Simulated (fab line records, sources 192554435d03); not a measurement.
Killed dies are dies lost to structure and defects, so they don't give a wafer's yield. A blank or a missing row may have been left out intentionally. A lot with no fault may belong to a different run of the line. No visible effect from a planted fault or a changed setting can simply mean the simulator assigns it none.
Problem report, 8D (eight disciplines) form, completed by code || flow n5 finfet || the parts of the form that need people (team, actions taken, sign-off) are left out

== 1. WHAT WENT WRONG ==
At N5_BEOL_M7_COAT_05, spin speed rpm averages 1727.7 rpm over 6 wafers from 2 lots, while fault-free wafers read 1499.9 rpm, standard deviation 1.1. That is +99 or more standard deviations from the usual mean.
The step: resist thk 90 nm.
The first sign was on wafer L324.2 at day 11 12:01, on litho track-02. At this step, 18 wafers from 6 lots have a number in the record. Rule for "out" (also "out of limits"): further than 4 standard deviations from the usual mean. Any other wafer with a number is counted as sound.

== 2. WHAT IT IS, AND WHAT IT ISN'T ==
{"question": "which readings at this step", "is": "spin speed rpm", "is not": "-"}
{"question": "which lots", "is": "L324, L325", "is not": "L321, L323, L329, L337"}
{"question": "which wafers of those lots", "is": "all that have a number", "is not": "-"}
{"question": "read on which tools", "is": "litho track-02", "is not": "litho track-04, litho track-05"}
{"question": "when", "is": "from day 11 12:01", "is not": "up to then (6 sound wafers); but 6 sound wafers of L329, L337 came after"}

== 3. THE SUSPECTS, EACH WITH WHAT RULES IT OUT ==
Counting: a tool at any process step up to the reading remains a suspect when it ran all the lots that are out and ran no sound lot after the first of those.
- uv cure-01 at N5_BEOL_M7_CURE_74 (cures SiCOH lowk, time 240 s): kept. It ran every lot that is out, first L324 (day 11 10:15), and no sound lot after that.
- litho track-02 at N5_BEOL_M7_COAT_05 (resist thk 90 nm): ruled out as a lasting fault. Following L324 (day 11 12:01), the first lot on it that is out, the sound lots L337 were run on it.
Remaining after the count: uv cure-01 at N5_BEOL_M7_CURE_74.

== 4. THE CAUSE (what the simulator had put in) ==
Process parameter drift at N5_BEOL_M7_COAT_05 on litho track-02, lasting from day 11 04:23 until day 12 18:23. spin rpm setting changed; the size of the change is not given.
Counting ruled it out, wrongly.

== 5. THE EFFECT CHAIN, in route order ==
Rows list readings where the struck wafers' mean (over those with a number) sits beyond 3 standard deviations from the usual. Scope: only readings with a usual standard deviation given in the record; hours: median across lots of the time from each lot's start at the first step in this table that gives one to its start at this step; sigmas: change in usual standard deviations.
{"hours": 0, "step": "N5_BEOL_M7_COAT_05", "reading": "spin speed rpm", "usual": "1499.9 rpm", "on struck wafers": 1727.7, "change": "+227.8", "sigmas": "+99 or more"}
The process steps in it:
- N5_BEOL_M7_COAT_05: resist thk 90 nm.
At these later measuring or inspecting steps, every struck wafer for which the step has a row has a number for every such reading, and none has moved that far: N5_BEOL_M7_CD_MEAS_11, N5_BEOL_M7_OVL_MEAS_12, N5_BEOL_M7_INSPECT_13.

== 6. WHAT WOULD HAVE CAUGHT IT SOONER ==
In this record no reading fell out of limits until day 11 12:01, 8 hours after the fault had begun at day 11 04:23.
